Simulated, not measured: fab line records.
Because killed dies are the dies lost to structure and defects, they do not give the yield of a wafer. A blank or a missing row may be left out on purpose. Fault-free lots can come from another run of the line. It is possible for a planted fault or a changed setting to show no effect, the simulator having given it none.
Which tool is to blame? + flow n5-finfet + 24 wafers from 8 lots sampled at 6 of the route's 1938 steps

## WHAT EACH GAUGE READ, for each wafer
N5_STI_FIN_REVEAL_THK_MEAS_05.
| lot  | measured    | on            | thk-nm (nm)       |
|------|-------------|---------------|-------------------|
| L576 | day 2 09:52 | film-metro-01 | 132.5 131.8 132.6 |
| L578 | day 2 22:31 | film-metro-01 | 131.3 131.4 130.0 |
| L579 | day 3 05:25 | film-metro-01 | 133.5 134.5 133.9 |
| L581 | day 3 17:04 | film-metro-02 | 133.2 131.2 131.2 |
| L592 | day 6 10:05 | film-metro-02 | 133.2 132.6 131.8 |
| L595 | day 7 02:58 | film-metro-01 | 129.6 131.0 131.2 |
| L598 | day 7 20:52 | film-metro-01 | 132.1 131.4 130.8 |
| L599 | day 8 03:23 | film-metro-01 | 131.2 130.8 130.5 |

N5_STI_FIN_REVEAL_FIN_H_MEAS_10.
| lot  | measured    | on     | trench-depth-nm (nm) |
|------|-------------|--------|----------------------|
| L576 | day 2 13:16 | ocd-01 | 52.2 52.9 51.6       |
| L578 | day 3 02:04 | ocd-01 | 52.4 52.1 51.9       |
| L579 | day 3 08:52 | ocd-01 | 42.1 41.9 41.9       |
| L581 | day 3 20:25 | ocd-02 | 52.2 51.7 52.0       |
| L592 | day 6 13:20 | ocd-01 | 51.6 51.4 51.4       |
| L595 | day 7 06:13 | ocd-01 | 51.5 52.4 52.9       |
| L598 | day 8 00:09 | ocd-01 | 53.0 52.7 52.6       |
| L599 | day 8 06:41 | ocd-01 | 51.0 50.9 51.4       |

N5_BEOL_M4_RC_MEAS_101.
| lot  | measured     | on        | CJ_N           | DIBL_N (mV/V)  | DIBL_P (mV/V)  | EOT_N             | IGATE_N (nA/um)      | IOFF_N (nA/um) | IOFF_N_85C (nA/um) | IOFF_N_LIN (nA/um) | IOFF_N_LONG (nA/um)        | IOFF_P (nA/um)    | IOFF_P_85C (nA/um) | IOFF_P_LIN (nA/um) | ION_N (uA/um) | ION_P (uA/um) | RC_DENSE_N (ohm.um) | RC_N (ohm.um)  | REXT_N (ohm.um) | REXT_P (ohm.um)   | RS_SD_N (ohm/sq) | SS_N (mV/dec)  | SS_P (mV/dec)     | VT_N (mV)   | VT_N_LONG (mV)    | VT_N_LVT (mV) | VT_P (mV)      |
|------|--------------|-----------|----------------|----------------|----------------|-------------------|----------------------|----------------|--------------------|--------------------|----------------------------|-------------------|--------------------|--------------------|---------------|---------------|---------------------|----------------|-----------------|-------------------|------------------|----------------|-------------------|-------------|-------------------|---------------|----------------|
| L576 | day 8 01:31  | prober-01 | 4.43 4.30 4.40 | 35.5 36.4 35.7 | 35.5 36.6 34.9 | 10.72 10.52 10.54 | 0.0094 0.0120 0.0129 | 0.14 0.15 0.14 | 2.7 2.9 2.8        | 0.063 0.069 0.067  | 5.69e-05 5.62e-05 5.69e-05 | 0.18 0.20 0.18    | 3.3 3.6 3.4        | 0.089 0.097 0.092  | 657 674 666   | 448 464 456   | 18.9 19.2 19.4      | 15.4 15.6 15.8 | 74.2 75.1 74.3  | 100.9 100.2 101.3 | 28.0 28.1 28.4   | 71.7 71.3 70.9 | 72.8 73.2 73.1    | 253 254 250 | 273.1 275.0 275.0 | 100 97 98     | -254 -251 -251 |
| L578 | day 8 18:03  | prober-02 | 4.29 4.22 4.46 | 35.1 37.2 37.5 | 33.9 36.8 35.1 | 10.47 10.42 10.47 | 0.0142 0.0170 0.0149 | 0.13 0.17 0.17 | 2.6 3.2 3.3        | 0.063 0.078 0.077  | 5.4e-05 5.3e-05 5.49e-05   | 0.15 0.19 0.16    | 2.8 3.3 3.0        | 0.077 0.087 0.080  | 653 682 677   | 449 455 451   | 18.6 19.1 18.1      | 15.0 15.7 14.8 | 74.3 74.9 72.8  | 101.9 102.1 102.2 | 27.7 27.8 28.0   | 70.7 71.6 71.5 | 73.5 73.1 73.5    | 251 251 248 | 273.7 272.4 274.9 | 102 97 98     | -257 -255 -256 |
| L579 | day 8 14:13  | prober-02 | 4.16 - -       | 104.2 - -      | 90.9 99.3 90.0 | 10.59 - -         | 0.0083 - -           | 18.57 - -      | 166.4 - -          | 0.297 - -          | 4.8e-05 - -                | 22.56 31.96 21.89 | 187.3 249.4 182.6  | 0.501 0.628 0.501  | 574 - -       | 397 398 391   | 19.2 - -            | 15.8 - -       | 83.8 - -        | 109.8 110.7 110.2 | 28.3 - -         | 150.4 - -      | 147.4 152.2 144.9 | 254 - -     | 278.9 - -         | 102 - -       | -249 -249 -247 |
| L581 | day 9 05:38  | prober-02 | 4.23 4.39 4.25 | 38.0 35.7 37.3 | 40.4 36.3 39.3 | 10.30 10.49 10.70 | 0.0137 0.0129 0.0092 | 0.20 0.16 0.18 | 3.8 3.1 3.5        | 0.091 0.072 0.082  | 5.37e-05 5.52e-05 5.45e-05 | 0.27 0.20 0.26    | 4.5 3.5 4.3        | 0.116 0.094 0.112  | 687 670 671   | 469 464 463   | 18.0 18.4 18.9      | 14.7 15.2 15.7 | 78.3 77.1 78.3  | 97.7 98.4 97.8    | 27.4 27.3 27.4   | 72.1 71.7 72.3 | 73.6 72.8 73.7    | 244 248 248 | 276.0 276.2 276.6 | 97 99 98      | -246 -251 -248 |
| L592 | day 11 13:01 | prober-01 | 4.20 4.35 4.22 | 36.7 37.6 36.9 | 36.8 36.9 36.5 | 10.54 10.55 10.57 | 0.0133 0.0109 0.0136 | 0.14 0.18 0.15 | 2.7 3.3 2.8        | 0.066 0.077 0.068  | 5.52e-05 5.79e-05 5.69e-05 | 0.19 0.19 0.18    | 3.4 3.4 3.2        | 0.089 0.090 0.086  | 664 671 660   | 454 455 456   | 18.9 19.6 18.9      | 15.3 15.9 15.7 | 74.8 73.3 74.3  | 96.2 97.8 97.2    | 28.9 28.7 29.2   | 71.6 72.4 71.9 | 73.0 72.8 72.7    | 251 248 252 | 277.2 272.8 273.5 | 102 97 100    | -253 -251 -252 |
| L595 | day 12 21:56 | prober-01 | 4.28 4.31 4.41 | 37.1 36.4 38.0 | 37.7 35.5 38.3 | 10.49 10.48 10.58 | 0.0112 0.0127 0.0120 | 0.17 0.15 0.21 | 3.4 3.0 3.9        | 0.082 0.072 0.095  | 6.09e-05 6.13e-05 6.13e-05 | 0.27 0.22 0.28    | 4.5 3.8 4.6        | 0.125 0.107 0.129  | 679 668 702   | 465 461 472   | 19.5 19.4 18.3      | 16.0 15.7 14.8 | 78.4 77.1 75.8  | 105.8 106.7 104.9 | 28.5 28.7 28.6   | 72.8 71.0 73.2 | 73.5 73.3 74.1    | 248 252 244 | 269.1 273.6 273.7 | 97 101 94     | -245 -245 -245 |
| L598 | day 13 07:12 | prober-02 | 4.31 4.29 4.29 | 37.5 38.9 35.0 | 38.7 40.3 35.1 | 10.42 10.58 10.44 | 0.0146 0.0128 0.0133 | 0.20 0.23 0.14 | 3.7 4.2 2.8        | 0.091 0.099 0.068  | 5.85e-05 5.82e-05 5.92e-05 | 0.28 0.30 0.22    | 4.6 4.9 3.7        | 0.128 0.134 0.107  | 681 696 660   | 473 471 468   | 19.2 18.6 19.8      | 15.7 15.1 16.1 | 75.5 75.2 75.7  | 102.8 103.8 103.7 | 28.7 28.8 28.5   | 72.4 72.0 71.2 | 74.4 74.2 73.2    | 244 245 251 | 272.9 275.7 274.6 | 95 95 100     | -247 -243 -249 |
| L599 | day 14 00:20 | prober-01 | 4.28 4.27 4.38 | 39.1 37.7 39.5 | 38.5 37.1 39.5 | 10.56 10.72 10.56 | 0.0101 0.0099 0.0098 | 0.18 0.16 0.19 | 3.4 3.1 3.7        | 0.080 0.073 0.085  | 5.3e-05 5.24e-05 5.14e-05  | 0.23 0.22 0.26    | 4.1 3.9 4.6        | 0.107 0.104 0.120  | 663 659 681   | 460 458 467   | 18.8 19.2 19.0      | 15.4 15.8 15.5 | 74.9 75.9 75.4  | 105.6 104.9 104.7 | 28.8 28.6 28.8   | 71.9 72.1 72.8 | 74.1 73.7 73.8    | 251 252 251 | 275.5 274.0 277.2 | 98 98 97      | -249 -248 -247 |

## EACH LOT AND THE TOOL THAT RAN IT (in order: tool; ch and the chambers of the sampled wafers; start)
| lot  | N5_STI_FIN_REVEAL_ALD_00         | N5_STI_FIN_REVEAL_ETCHBACK_08     | N5_STI_FIN_REVEAL_ETCH_34       |
|------|----------------------------------|-----------------------------------|---------------------------------|
| L576 | ald-sin-03 ch 1,2,3, day 2 04:29 | rie-diel-02 ch 0,1,2, day 2 10:08 | rie-si-01 ch 1,2,3, day 2 12:40 |
| L578 | ald-sin-04 ch 1,3, day 2 17:07   | rie-diel-02 ch 0,1, day 2 22:44   | rie-si-03 ch 0,1,3, day 3 01:16 |
| L579 | ald-sin-04 ch 0,2,3, day 3 00:02 | rie-diel-02 ch 0,1,2, day 3 05:40 | rie-si-04 ch 0,2,3, day 3 08:11 |
| L581 | ald-sin-03 ch 1,2,3, day 3 11:41 | rie-diel-04 ch 1,3, day 3 17:27   | rie-si-04 ch 0,1,3, day 3 19:48 |
| L592 | ald-sin-03 ch 0,1,3, day 6 04:42 | rie-diel-05 ch 0,1,2, day 6 10:22 | rie-si-01 ch 0,1,2, day 6 12:43 |
| L595 | ald-sin-01 ch 1,2,3, day 6 21:35 | rie-diel-05 ch 0,2,3, day 7 03:16 | rie-si-04 ch 0,1,3, day 7 05:36 |
| L598 | ald-sin-03 ch 0,1,3, day 7 15:29 | rie-diel-04 ch 1,2,3, day 7 21:11 | rie-si-03 ch 0,1,2, day 7 23:32 |
| L599 | ald-sin-04 ch 0,2,3, day 7 21:41 | rie-diel-02 ch 0,1,2, day 8 03:43 | rie-si-04 ch 2,3, day 8 06:04   |
- N5_STI_FIN_REVEAL_ALD_00: deposits SiO2, target thk 1 nm, pulse time 1 s.
- N5_STI_FIN_REVEAL_ETCHBACK_08: etches SiO2 in C4F6/O2, target depth 30.5 nm, time 10.167 s.
- N5_STI_FIN_REVEAL_ETCH_34: etches Si in H2, material Si, target depth 0.97 nm.

## WHAT THE TOOLS THEMSELVES READ (means of the sampled wafers that have a number; where no wafer has one, the mark that the record gives instead)
N5_STI_FIN_REVEAL_ALD_00.
| lot  | tool       | heater-power-w (W) | precursor-pulse-height-rel |
|------|------------|--------------------|----------------------------|
| L576 | ald-sin-03 | 501                | 0.999                      |
| L578 | ald-sin-04 | 440                | 1.012                      |
| L579 | ald-sin-04 | 444                | 1.010                      |
| L581 | ald-sin-03 | 499                | 0.998                      |
| L592 | ald-sin-03 | 516                | 1.005                      |
| L595 | ald-sin-01 | 523                | 1.016                      |
| L598 | ald-sin-03 | 517                | 1.006                      |
| L599 | ald-sin-04 | 446                | 0.986                      |

N5_STI_FIN_REVEAL_ETCHBACK_08.
| lot  | tool        | drypump-motor-current-A (A) | mfc-ar-sccm (sccm) | oes-product-au (a.u.) | rf-vpp-V (V) | showerhead-plenum-p-Torr (Torr) | throttle-valve-pct (%) |
|------|-------------|-----------------------------|--------------------|-----------------------|--------------|---------------------------------|------------------------|
| L576 | rie-diel-02 | 5.5                         | 300.5              | 0.72                  | 660          | 2.88                            | 21.20                  |
| L578 | rie-diel-02 | 5.2                         | 299.3              | 0.69                  | 661          | 2.87                            | 21.17                  |
| L579 | rie-diel-02 | 5.5                         | 300.3              | 0.71                  | 659          | 2.88                            | 21.21                  |
| L581 | rie-diel-04 | 5.5                         | 300.3              | 0.73                  | 675          | 2.80                            | 21.15                  |
| L592 | rie-diel-05 | 5.4                         | 300.5              | 0.76                  | 669          | 2.85                            | 21.00                  |
| L595 | rie-diel-05 | 5.5                         | 299.5              | 0.83                  | 667          | 2.94                            | 20.90                  |
| L598 | rie-diel-04 | 5.2                         | 299.6              | 0.76                  | 672          | 2.81                            | 21.19                  |
| L599 | rie-diel-02 | 5.5                         | 300.3              | 0.77                  | 659          | 2.86                            | 21.15                  |

N5_STI_FIN_REVEAL_ETCH_34.
| lot  | tool      | drypump-motor-current-A (A) | oes-product-au (a.u.) | throttle-valve-pct (%) |
|------|-----------|-----------------------------|-----------------------|------------------------|
| L576 | rie-si-01 | 6.0                         | 1.006                 | 25.7                   |
| L578 | rie-si-03 | 6.0                         | 1.004                 | 25.9                   |
| L579 | rie-si-04 | 5.8                         | 0.987                 | 25.8                   |
| L581 | rie-si-04 | 6.0                         | 1.008                 | 26.3                   |
| L592 | rie-si-01 | 5.8                         | 1.002                 | 26.1                   |
| L595 | rie-si-04 | 6.0                         | 1.006                 | 26.3                   |
| L598 | rie-si-03 | 6.2                         | 1.001                 | 25.9                   |
| L599 | rie-si-04 | 6.0                         | 0.993                 | 25.8                   |

## THE ANSWER, worked out from the rows above alone
Rule: what is usual is taken from the lots themselves. Put in order of their means at a reading, lots are off if they are a third of the lots or fewer, leave a main group of 4 or more, and stand apart from it by a gap of 3 or more times the standard deviation of the main group's means; of several such gaps the widest counts. The tables above print the reading to a certain number of digits; a main group whose means all agree to those digits is not used. Also off: a lot with no number at a reading for which 4 or more lots have one. All remaining lots with rows at the step are treated as sound. After the gauges, taken in route order, come the tools' own readings; for these a lot's mean is taken, as printed above. The first step at which some lot is off is used, and at that step the reading that is off furthest; a lot without a number counts as furthest.
Off at N5_STI_FIN_REVEAL_FIN_H_MEAS_10 (trench-depth-nm): L579. The main group has a mean of 52.0 nm with a standard deviation of 0.51.
A tool fits if, at a process step before that reading, it ran every lot that is off, and no sound lot after the first of them. Not tried: the gauges at N5_STI_FIN_REVEAL_FIN_H_MEAS_10; whatever is off there is also off at N5_BEOL_M4_RC_MEAS_101, on other tools, and gauge error can't account for it. Not one of the candidates tried fits.

## WHAT THE SIMULATOR PUT IN
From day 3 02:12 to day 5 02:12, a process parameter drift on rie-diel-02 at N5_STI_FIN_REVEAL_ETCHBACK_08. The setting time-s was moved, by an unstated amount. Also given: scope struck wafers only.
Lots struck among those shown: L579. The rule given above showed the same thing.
